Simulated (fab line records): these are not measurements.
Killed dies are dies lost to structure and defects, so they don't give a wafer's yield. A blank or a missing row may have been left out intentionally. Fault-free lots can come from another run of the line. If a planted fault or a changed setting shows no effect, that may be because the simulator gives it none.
fab line records    flow n5_finfet
[record] lots = 4  wafers = 21
route steps=1938 shown BEOL_M3@950 BEOL_M4@1059 BEOL_M7@1269 BEOL_M8@1356 BEOL_M9@1404
start_h: hours from the record's first day to the start of the lot's first wafer shown    wait_h: hours since the lot's step before    " as in the row above    L1.1+2: a row that stands for several wafers    - no value present, or no start provided    * or withheld: withheld    < > ~ a bound
route shown NAME@n: NAME is a module with steps in the file, n the number in the route of the first one    usual: average and standard deviation across the fault-free wafers    same: alike in all rows    chamber/n: place in a boat    sites: the reading at each site    _std_site: standard deviation of those values    _edge_site: outer sites' mean less inner sites'    radius_mm: for every site, how far away it sits from the centre of the wafer    mask NAME#n: copy n    behind: tool/chamber where the wafer was last shaped    hold: cause of the lot's hold/its duration in hours/its outcome    device: transistor that didn't switch, given as n, p or np    end of line: the route-end tests of the same wafers    a step given without rows: its recipe and nothing more    killed: the dies lost at the first sort to structure and to defects; this is not the yield of the wafer    map: a wafer's dies, marking killed ones x, the rest . and places with no die _
set.NAME: the setting as run; set.NAME@STEP: as run at that earlier step    model.NAME: the simulator's own value behind a step, which no gauge read
lots with deliberately changed settings; one table per step, one row per wafer
[[steps]]
[step N5_BEOL_M3_ETCH_64]
[recipe] chemistry = N2/H2  target = SOC  target_depth_a = 750  overetch_a = 150  mask_material = SiARC  temp_c = 40  time_s = 112.5  ion_energy_ev = 200  pressure_mtorr = 30  source_w = 840  bias_w = 150  n2_flow_sccm = 200  h2_flow_sccm = 200
lot.wafer         tool         chamber      start_h  wait_h  set.time_s
L079.1+3+6        rie_diel-05  2,0,0        182.22   0.0     112.5
L079.2+4+5        "            1,3,1        "        "       134.9
L081.4+5+6        rie_diel-02  3,0,1        183.01   0.0     112.5
L087.1+2+3+4+5+6  rie_diel-04  0,1,3,2,2,3  243.16   0.0     112.5
L089.1+2+3+4+5+6  rie_diel-02  1,3,2,0,0,1  243.61   0.0     112.5
[step N5_BEOL_M3_STRIP_65]
[recipe] chemistry = N2/H2  temp_c = 40  n2_flow_sccm = 200  h2_flow_sccm = 200  rf_frequency_hz = 6e+07
[step N5_BEOL_M3_STRIP_75]
[recipe] chemistry = N2/H2  temp_c = 40  n2_flow_sccm = 200  h2_flow_sccm = 200  rf_frequency_hz = 6e+07
[step N5_BEOL_M3_HM_OPEN_17]
[recipe] chemistry = Cl2/BCl3  target_depth_a = 200  overetch_a = 60  target = TiN  mask_material = SOC  ion_energy_ev = 150  pressure_mtorr = 10  icp_w = 1000  bias_w = 126  Cl2_flow_sccm = 53.25  bcl3_flow_sccm = 21.75  Ar_flow_sccm = 25
[step N5_BEOL_M3_STRIP_19]
[recipe] chemistry = O2  power_w = 400  temp_c = 40  pressure_mtorr = 30  rf_frequency_hz = 6e+07  bias_power_w = 0  overash_fraction = 0.2  o2_flow_sccm = 225
[step N5_BEOL_M3_CD_MEAS_18]
[recipe] pitch_nm = 36  target_cd_nm = 18
[usual] cd_nm = 17.9/0.37
lot.wafer  tool       chamber  start_h  wait_h  set.dose_mj@BEOL_M3_EXPOSE_08  cd_nm
L079.1     cd_sem-03  -        182.57   0.1     33                             17.8
L079.2     "          -        "        "       33                             18.1
L079.3     "          -        "        "       31.47                          16.3
L079.4     "          -        "        "       31.47                          17.2
L079.5     "          -        "        "       33                             18.0
L079.6     "          -        "        "       31.47                          16.6
L081.4     cd_sem-01  -        183.37   0.1     33                             18.0
L081.5     "          -        "        "       33                             18.2
L081.6     "          -        "        "       33                             17.6
L087.1     cd_sem-03  -        243.56   0.0     33                             17.4
L087.2     "          -        "        "       33                             17.8
L087.3     "          -        "        "       32.02                          17.2
L087.4     "          -        "        "       32.02                          17.5
L087.5     "          -        "        "       33                             17.6
L087.6     "          -        "        "       32.02                          17.5
L089.1     cd_sem-02  -        244.12   0.0     33                             17.5
L089.2     "          -        "        "       30.54                          15.8
L089.3     "          -        "        "       33                             18.0
L089.4     "          -        "        "       30.54                          16.6
L089.5     "          -        "        "       30.54                          16.6
L089.6     "          -        "        "       33                             18.0
[step N5_BEOL_M3_ALD_98]
[recipe] material = SiO2  target_thk_a = 25  temp_c = 100  ald_precursor_family = BDEAS  ald_co_reactant = O2-plasma  pulse_time_s = 1  co_reactant_pulse_time_s = 1  purge_time_s = 2  co_reactant_purge_time_s = 2  ald_cycles = 17  pressure_torr = 2
lot.wafer   tool        chamber  start_h  wait_h  set.ald_cycles  model.SiO2_of_BEOL_M3_ALD_98.thk_nm
L079.1      ald_sin-04  2        183.70   0.5     17              2.4
L079.2+4    "           1,0      "        "       17              2.6
L079.3+5+6  "           3,2,3    "        "       19              2.8
L081.4+5+6  ald_sin-04  0,0,3    183.95   0.1     17              2.4
L087.1      ald_sin-04  0        244.32   0.1     17              2.4
L087.2+3+4  "           1,2,2    "        "       15              2.2
L087.5+6    "           0,1      "        "       17              2.6
L089.1+5    ald_sin-04  1        244.86   0.1     17              2.6
L089.2+3+4  "           0,2,2    "        "       15              2.2
L089.6      "           0        "        "       17              2.4
[step N5_BEOL_M4_DESCUM_33]
[recipe] chemistry = O2  time_s = 7  source_power_w = 50  bias_power_w = 20  pressure_mtorr = 20  rf_frequency_hz = 2.712e+07  temp_c = 40  resist = CAR-EUV  o2_flow_sccm = 225
lot.wafer   tool         chamber  start_h  wait_h  set.time_s  model.CAR-EUV_of_BEOL_M4_COAT_22.thk_nm
L079.1+6    rie_diel-03  1,2      192.44   0.0     8.521       25.2
L079.2+3+5  "            3,2,3    "        "       7           26
L079.4      "            0        "        "       8.521       25
L081.4+5+6  rie_diel-06  0,0,3    195.82   0.0     7           26
L087.1+4+6  rie_diel-01  0,2,1    261.02   0.0     7           26.2
L087.2+3+5  "            2,1,0    "        "       6.35        26.6
L089.1      rie_diel-03  2        261.29   0.0     7           26.2
L089.2+3    "            3,1      "        "       5.881       26.6
L089.4+5    "            0        "        "       7           26
L089.6      "            3        "        "       5.881       26.8
[step N5_BEOL_M4_ETCH_77]
[recipe] chemistry = N2/H2  target = underlayer  target_depth_a = 65  mask_material = CAR-EUV  time_s = 5.2  ion_energy_ev = 200  pressure_mtorr = 30  source_w = 840  bias_w = 150  n2_flow_sccm = 200  h2_flow_sccm = 200  ends = cleared
lot.wafer   tool         chamber  start_h  wait_h  set.time_s@BEOL_M4_DESCUM_33  model.CAR-EUV_of_BEOL_M4_COAT_22.thk_nm
L079.1+6    rie_diel-03  1,2      192.47   0.0     8.521                         19.4
L079.2      "            3        "        "       7                             20.4
L079.3+5    "            2,3      "        "       7                             20.2
L079.4      "            0        "        "       8.521                         19.2
L081.4      rie_diel-06  0        195.86   0.0     7                             20
L081.5      "            0        "        "       7                             20.2
L081.6      "            3        "        "       7                             20.4
L087.1+4    rie_diel-01  0,2      261.06   0.0     7                             20.4
L087.2+3+5  "            2,1,0    "        "       6.35                          20.8
L087.6      "            1        "        "       7                             20.6
L089.1      rie_diel-03  2        261.32   0.0     7                             20.4
L089.2+6    "            3        "        "       5.881                         21
L089.3      "            1        "        "       5.881                         20.8
L089.4+5    "            0        "        "       7                             20.2
[step N5_BEOL_M4_ETCH_69]
[recipe] chemistry = CF4  target = SiARC  target_depth_a = 156  mask_material = CAR-EUV  time_s = 26  ion_energy_ev = 80  pressure_mtorr = 40  source_w = 545  bias_w = 36  Ar_flow_sccm = 100  cf4_flow_sccm = 100  ends = cleared
lot.wafer   tool         chamber  start_h  wait_h  set.time_s@BEOL_M4_DESCUM_33  model.CAR-EUV_of_BEOL_M4_COAT_22.thk_nm
L079.1+6    rie_diel-03  1,2      192.49   0.0     8.521                         10.2
L079.2+3+5  "            3,2,3    "        "       7                             11
L079.4      "            0        "        "       8.521                         10
L081.4+5    rie_diel-06  0        195.87   0.0     7                             11
L081.6      "            3        "        "       7                             11.2
L087.1+4    rie_diel-01  0,2      261.08   0.0     7                             11.2
L087.2+5    "            2,0      "        "       6.35                          11.6
L087.3      "            1        "        "       6.35                          11.8
L087.6      "            1        "        "       7                             11.4
L089.1      rie_diel-03  2        261.34   0.0     7                             11.2
L089.2+6    "            3        "        "       5.881                         11.8
L089.3      "            1        "        "       5.881                         11.6
L089.4+5    "            0        "        "       7                             11
[step N5_BEOL_M4_ALD_98]
[recipe] material = SiO2  target_thk_a = 25  temp_c = 100  ald_precursor_family = BDEAS  ald_co_reactant = O2-plasma  pulse_time_s = 1  co_reactant_pulse_time_s = 1  purge_time_s = 2  co_reactant_purge_time_s = 2  ald_cycles = 17  pressure_torr = 2
[step N5_BEOL_M4_ETCHBACK_99]
[recipe] chemistry = CHF3  target = SiO2  target_depth_a = 50  time_s = 10.4  source_w = 215  bias_w = 47  Ar_flow_sccm = 200  CHF3_flow_sccm = 12  ion_energy_ev = 100  pressure_mtorr = 30
lot.wafer   tool         chamber  start_h  wait_h  set.time_s@BEOL_M4_DESCUM_33  model.CAR-EUV_of_BEOL_M4_COAT_22.thk_nm
L081.4+5    rie_diel-01  3        204.11   7.8     7                             10.2
L081.6      "            2        "        "       7                             10.4
L079.1+4    rie_diel-03  0,2      210.96   18.3    8.521                         9.4
L079.2+3+5  "            3,1,3    "        "       7                             10.4
L079.6      "            0        "        "       8.521                         9.6
L087.1+4+6  rie_diel-01  2,2,0    264.26   3.0     7                             10.6
L087.2      "            1        "        "       6.35                          10.8
L087.3+5    "            0,1      "        "       6.35                          11
L089.1      rie_diel-03  0        264.38   2.9     7                             10.6
L089.2+3+6  "            3,1,1    "        "       5.881                         11
L089.4+5    "            2        "        "       7                             10.4
[step N5_BEOL_M7_COAT_60]
[recipe] resist = SiARC  temp_c = 220  time_s = 60  spin_rpm = 1500  resist_thk_nm = 35
lot.wafer     tool            chamber  start_h  wait_h  set.spin_rpm  model.SiARC_of_BEOL_M7_COAT_60.thk_nm
L081.4+5+6    litho_track-02  0        -        -       1500          35.2
L079.1+2+3    litho_track-03  0        -        -       1571          34.2
L079.4+5+6    "               0        "        "       1500          35
L089.1+3+4    litho_track-02  0        -        -       1500          35
L089.2+6      "               0        "        "       1349          37
L089.5        "               0        "        "       1349          36.8
L087.1+3+4+5  litho_track-03  0        -        -       1500          34.8
L087.2+6      "               0        "        "       1500          35
[step N5_BEOL_M7_COAT_05]
[recipe] resist = CAR-ArF  spin_rpm = 1500  resist_thk_nm = 90
[step N5_BEOL_M7_EBR_07]
[recipe] solvent = PGMEA  ebr_width_mm = 1.5
[step N5_BEOL_M7_DESCUM_16]
[recipe] chemistry = O2  time_s = 7.9  source_power_w = 50  bias_power_w = 20  pressure_mtorr = 20  rf_frequency_hz = 2.712e+07  temp_c = 40  resist = CAR-ArF  o2_flow_sccm = 225
[step N5_BEOL_M7_ETCH_61]
[recipe] chemistry = CF4  target = SiARC  target_depth_a = 455  mask_material = CAR-ArF  time_s = 75.8  ion_energy_ev = 80  pressure_mtorr = 40  source_w = 545  bias_w = 36  Ar_flow_sccm = 100  cf4_flow_sccm = 100  ends = cleared
lot.wafer  tool         chamber  start_h  wait_h  set.spin_rpm@BEOL_M7_COAT_60  model.etch.depth_nm  model.CAR-ArF_of_BEOL_M7_COAT_05.thk_nm
L081.4     rie_diel-02  0        232.32   0.0     1500                          35.14                51
L081.5     "            1        "        "       1500                          35.12                50.6
L081.6     "            0        "        "       1500                          35.15                51
L079.1     rie_diel-02  2        238.72   0.0     1571                          34.19                51.2
L079.2     "            1        "        "       1571                          34.11                51.4
L079.3     "            3        "        "       1571                          34.12                51.4
L079.4     "            0        "        "       1500                          34.91                50.8
L079.5     "            0        "        "       1500                          34.96                50.8
L079.6     "            1        "        "       1500                          34.96                50.4
L089.1     rie_diel-04  1        290.34   0.0     1500                          34.96                51.4
L089.2     "            0        "        "       1349                          36.98                49.2
L089.3     "            3        "        "       1500                          34.99                51.2
L089.4     "            2        "        "       1500                          34.98                51.2
L089.5     "            0        "        "       1349                          36.88                49.4
L089.6     "            3        "        "       1349                          36.93                49.6
L087.1     rie_diel-05  1        290.51   0.0     1500                          34.87                51.2
L087.2     "            0        "        "       1500                          34.92                51.2
L087.3     "            2        "        "       1500                          34.85                51.2
L087.4     "            3        "        "       1500                          34.88                51
L087.5     "            0        "        "       1500                          34.88                51.6
L087.6     "            3        "        "       1500                          34.94                51
[step N5_BEOL_M7_ETCH_62]
[recipe] chemistry = N2/H2  target = SOC  target_depth_a = 1100  overetch_a = 220  mask_material = SiARC  temp_c = 40  time_s = 165  ion_energy_ev = 200  pressure_mtorr = 30  source_w = 840  bias_w = 150  n2_flow_sccm = 200  h2_flow_sccm = 200
lot.wafer     tool         chamber  start_h  wait_h  set.spin_rpm@BEOL_M7_COAT_60  model.SiARC_of_BEOL_M7_COAT_60.thk_nm
L081.4+5      rie_diel-02  0,1      232.38   0.0     1500                          28.8
L081.6        "            0        "        "       1500                          28.6
L079.1        rie_diel-02  2        238.78   0.0     1571                          27.2
L079.2+3      "            1,3      "        "       1571                          27.6
L079.4+5      "            0        "        "       1500                          28.4
L079.6        "            1        "        "       1500                          28.6
L089.1        rie_diel-04  1        290.39   0.0     1500                          28
L089.2+6      "            0,3      "        "       1349                          30.2
L089.3        "            3        "        "       1500                          28.4
L089.4        "            2        "        "       1500                          28.6
L089.5        "            0        "        "       1349                          30
L087.1        rie_diel-05  1        290.56   0.0     1500                          28.6
L087.2+3+4+6  "            0,2,3,3  "        "       1500                          28.2
L087.5        "            0        "        "       1500                          28
[step N5_BEOL_M8_COAT_63]
[recipe] resist = SOC  temp_c = 250  time_s = 60  spin_rpm = 1500  resist_thk_nm = 60
lot.wafer   tool            chamber  start_h  wait_h  set.spin_rpm  model.SOC_of_BEOL_M8_COAT_63.thk_nm
L081.4      litho_track-01  0        240.69   1.1     1500          60.2
L081.5+6    "               0        "        "       1500          60
L079.1+6    litho_track-03  0        248.05   0.2     1500          60
L079.2      "               0        "        "       1500          59.8
L079.3      "               0        "        "       1428          61.2
L079.4      "               0        "        "       1428          61.6
L079.5      "               0        "        "       1428          61.4
L089.1      litho_track-01  0        304.70   1.9     1500          60
L089.2      "               0        "        "       1384          62.4
L089.3+6    "               0        "        "       1500          59.8
L089.4+5    "               0        "        "       1384          62.2
L087.1+2    litho_track-05  0        304.82   1.7     1375          62.6
L087.3+4+5  "               0        "        "       1500          59.8
L087.6      "               0        "        "       1375          62.4
[step N5_BEOL_M8_COAT_64]
[recipe] resist = SiARC  temp_c = 220  time_s = 60  spin_rpm = 1500  resist_thk_nm = 12
[step N5_BEOL_M8_COAT_71]
[recipe] resist = underlayer  temp_c = 205  time_s = 60  spin_rpm = 1500  resist_thk_nm = 5
[step N5_BEOL_M8_ETCH_72]
[recipe] chemistry = N2/H2  target = underlayer  target_depth_a = 65  mask_material = CAR-EUV  time_s = 5.2  ion_energy_ev = 200  pressure_mtorr = 30  source_w = 840  bias_w = 150  n2_flow_sccm = 200  h2_flow_sccm = 200  ends = cleared
[step N5_BEOL_M8_ETCH_65]
[recipe] chemistry = CF4  target = SiARC  target_depth_a = 156  mask_material = CAR-EUV  time_s = 26  ion_energy_ev = 80  pressure_mtorr = 40  source_w = 545  bias_w = 36  Ar_flow_sccm = 100  cf4_flow_sccm = 100  ends = cleared
[step N5_BEOL_M8_ETCH_66]
[recipe] chemistry = N2/H2  target = SOC  target_depth_a = 800  overetch_a = 160  mask_material = SiARC  temp_c = 40  time_s = 120  ion_energy_ev = 200  pressure_mtorr = 30  source_w = 840  bias_w = 150  n2_flow_sccm = 200  h2_flow_sccm = 200
lot.wafer  tool         chamber  start_h  wait_h  set.spin_rpm@BEOL_M8_COAT_63  model.etch.depth_nm
L081.4     rie_diel-06  2        241.63   0.0     1500                          60.12
L081.5     "            0        "        "       1500                          60.08
L081.6     "            1        "        "       1500                          60.04
L079.1     rie_diel-01  3        248.60   0.0     1500                          59.9
L079.2     "            1        "        "       1500                          59.83
L079.3     "            2        "        "       1428                          61.26
L079.4     "            0        "        "       1428                          61.52
L079.5     "            0        "        "       1428                          61.35
L079.6     "            1        "        "       1500                          60.01
L089.1     rie_diel-03  1        305.17   0.0     1500                          59.94
L089.2     "            2        "        "       1384                          62.31
L089.3     "            3        "        "       1500                          59.8
L089.4     "            0        "        "       1384                          62.15
L089.5     "            0        "        "       1384                          62.14
L089.6     "            3        "        "       1500                          59.78
L087.1     rie_diel-01  3        305.70   0.0     1375                          62.62
L087.2     "            2        "        "       1375                          62.51
L087.3     "            1        "        "       1500                          59.71
L087.4     "            0        "        "       1500                          59.85
L087.5     "            1        "        "       1500                          59.89
L087.6     "            0        "        "       1375                          62.43
[step N5_BEOL_M8_STRIP_69]
[recipe] chemistry = N2/H2  temp_c = 40  n2_flow_sccm = 200  h2_flow_sccm = 200  rf_frequency_hz = 6e+07
[step N5_BEOL_M8_STRIP_73]
[recipe] chemistry = N2/H2  temp_c = 40  n2_flow_sccm = 200  h2_flow_sccm = 200  rf_frequency_hz = 6e+07
[step N5_BEOL_M8_VIA_ETCH_34]
[recipe] chemistry = C4F6/O2  target = SiCOH_lowk  target_depth_a = 1255  mask_material = SOC  taper_deg = 4  time_s = 50.5  ion_energy_ev = 250  pressure_mtorr = 30  source_w = 345  bias_w = 185  Ar_flow_sccm = 300  C4F6_flow_sccm = 10  O2_flow_sccm = 10
lot.wafer   tool         chamber  start_h  wait_h  set.spin_rpm@BEOL_M8_COAT_63  model.SOC_of_BEOL_M8_COAT_63.thk_nm
L081.4      rie_diel-06  2        241.73   0.0     1500                          54.4
L081.5      "            0        "        "       1500                          53.8
L081.6      "            1        "        "       1500                          54
L079.1      rie_diel-01  3        248.70   0.0     1500                          53.6
L079.2      "            1        "        "       1500                          54
L079.3      "            2        "        "       1428                          55
L079.4      "            0        "        "       1428                          55.8
L079.5      "            0        "        "       1428                          55.6
L079.6      "            1        "        "       1500                          54.2
L089.1+3+6  rie_diel-03  1,3,3    305.27   0.0     1500                          54
L089.2      "            2        "        "       1384                          56.6
L089.4+5    "            0        "        "       1384                          56
L087.1      rie_diel-01  3        305.80   0.0     1375                          56
L087.2      "            2        "        "       1375                          56.4
L087.3      "            1        "        "       1500                          53.8
L087.4+5    "            0,1      "        "       1500                          54
L087.6      "            0        "        "       1375                          56.6
[step N5_BEOL_M9_PECVD_70]
[recipe] material = SiO2  target_thk_a = 200  temp_c = 400  precursor = TEOS/O2  pressure_torr = 5.5  rf_w = 450  teos_flow_sccm = 53.8  gas = O2  flow_sccm = 3000  time_s = 22.7
lot.wafer   tool      chamber  start_h  wait_h  set.temp_c  model.SiO2_of_BEOL_M9_PECVD_70.thk_nm
L081.4+6    pecvd-04  0        245.94   0.1     400         20.4
L081.5      "         2        "        "       400         19.8
L079.1      pecvd-04  1        253.78   0.0     415.4       17.4
L079.2      "         2        "        "       400         19.2
L079.3      "         0        "        "       400         20.2
L079.4      "         0        "        "       400         20.4
L079.5+6    "         2,1      "        "       415.4       17.8
L089.1      pecvd-04  2        308.88   0.0     400         19.6
L089.2      "         1        "        "       400         19.8
L089.3+4+6  "         0,2,1    "        "       400         20
L089.5      "         0        "        "       400         20.4
L087.1      pecvd-04  0        309.60   0.0     409.6       18.6
L087.2+3    "         2,1      "        "       400         19.6
L087.4      "         1        "        "       400         20
L087.5      "         0        "        "       409.6       19.2
L087.6      "         2        "        "       409.6       18.2
[[key]]
[split] step = N5_BEOL_M3_ETCH_64  setting = time_s  stated = 112.5  by = wafer
response none clear
[split] step = N5_BEOL_M3_ALD_98  setting = ald_cycles  stated = 17  by = wafer
[response] step = N5_BEOL_M3_ALD_98  reading = model.SiO2_of_BEOL_M3_ALD_98.thk_nm  change = +0.0264  per = 1%  r = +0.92
[split] step = N5_BEOL_M4_DESCUM_33  setting = time_s  stated = 7  by = wafer
[response] step = N5_BEOL_M4_DESCUM_33  reading = model.CAR-EUV_of_BEOL_M4_COAT_22.thk_nm  change = -0.0395  per = 1%  r = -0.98
[response] step = N5_BEOL_M4_ETCH_77  reading = model.CAR-EUV_of_BEOL_M4_COAT_22.thk_nm  change = -0.0418  per = 1%  r = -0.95
[response] step = N5_BEOL_M4_ETCH_69  reading = model.CAR-EUV_of_BEOL_M4_COAT_22.thk_nm  change = -0.0408  per = 1%  r = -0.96
[response] step = N5_BEOL_M4_ETCHBACK_99  reading = model.CAR-EUV_of_BEOL_M4_COAT_22.thk_nm  change = -0.0392  per = 1%  r = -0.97
[split] step = N5_BEOL_M7_COAT_60  setting = spin_rpm  stated = 1500  by = wafer
[response] step = N5_BEOL_M7_COAT_60  reading = model.SiARC_of_BEOL_M7_COAT_60.thk_nm  change = -0.188  per = 1%  r = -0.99
[response] step = N5_BEOL_M7_ETCH_61  reading = model.etch.depth_nm  change = -0.19  per = 1%  r = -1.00
[response] step = N5_BEOL_M7_ETCH_61  reading = model.CAR-ArF_of_BEOL_M7_COAT_05.thk_nm  change = +0.177  per = 1%  r = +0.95
[response] step = N5_BEOL_M7_ETCH_62  reading = model.SiARC_of_BEOL_M7_COAT_60.thk_nm  change = -0.185  per = 1%  r = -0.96
[split] step = N5_BEOL_M8_COAT_63  setting = spin_rpm  stated = 1500  by = wafer
[response] step = N5_BEOL_M8_COAT_63  reading = model.SOC_of_BEOL_M8_COAT_63.thk_nm  change = -0.318  per = 1%  r = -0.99
[response] step = N5_BEOL_M8_ETCH_66  reading = model.etch.depth_nm  change = -0.314  per = 1%  r = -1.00
[response] step = N5_BEOL_M8_VIA_ETCH_34  reading = model.SOC_of_BEOL_M8_COAT_63.thk_nm  change = -0.291  per = 1%  r = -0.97
[split] step = N5_BEOL_M9_PECVD_70  setting = temp_c  stated = 400  by = wafer
[response] step = N5_BEOL_M9_PECVD_70  reading = model.SiO2_of_BEOL_M9_PECVD_70.thk_nm  change = -0.548  per = 1%  r = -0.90
split outside_this_file step=N5_BEOL_M3_EXPOSE_08 setting=dose_mj
// split outside_this_file: this setting was split too, and the file shows its column; the key of that split is in another file
